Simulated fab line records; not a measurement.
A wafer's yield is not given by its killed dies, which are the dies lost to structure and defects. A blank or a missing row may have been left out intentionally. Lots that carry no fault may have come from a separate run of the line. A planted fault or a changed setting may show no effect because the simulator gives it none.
Chamber matching ; flow nand harc ; NHARC_A_WL_FILL_ALD_02 on ald metal-02: 4 sister chambers
The step deposits TiN, target thk 2 nm, pulse time 3 s, ald cycles 100. 7 wafers are shown with their chamber, then 7 later ones without.

## WAFERS WITH THEIR CHAMBER
wafer;chamber;heater power w (W);precursor pulse height rel
L599.3;3;1076;1.016
L603.5;2;1104;1.009
L603.6;1;1305;1.020
L602.2;2;1107;0.994
L602.6;0;985;0.965
L611.1;1;1319;0.972
L611.2;0;1024;0.964

## WAFERS WITHOUT THEIR CHAMBER
wafer;heater power w (W);precursor pulse height rel
L611.4;1085;0.994
L619.1;1243;1.005
L619.2;1042;1.016
L619.3;1158;0.999
L621.2;989;1.003
L621.4;1267;0.991
L621.6;1283;1.010

## EACH ONE'S CHAMBER
wafer;from the rows above;in truth
L611.4;can't be placed: 3 or 2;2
L619.1;1;1
L619.2;can't be placed: 3 or 0 or 2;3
L619.3;can't be placed: 2 or 3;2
L621.2;0;0
L621.4;1;1
L621.6;1;1
Correctly placed: 4 of 7. Unplaceable from these rows: 3, with the true chamber sitting among the candidates in 3. Number placed wrongly: 0.
How it was worked out, from the rows above alone: a wafer's distance from a chamber is the root of the sum, over the readings, of the square of ((its reading less the chamber's mean) divided by the reading's scatter). If the next closest chamber is less than 2 further off than the closest, the wafer can't be placed; otherwise it belongs to the closest. The mean given for a chamber averages the wafers shown for that chamber. The scatter: take each reading less its chamber's mean, square it, sum over the shown wafers, divide by the number of wafers less the number of chambers, and take the root.
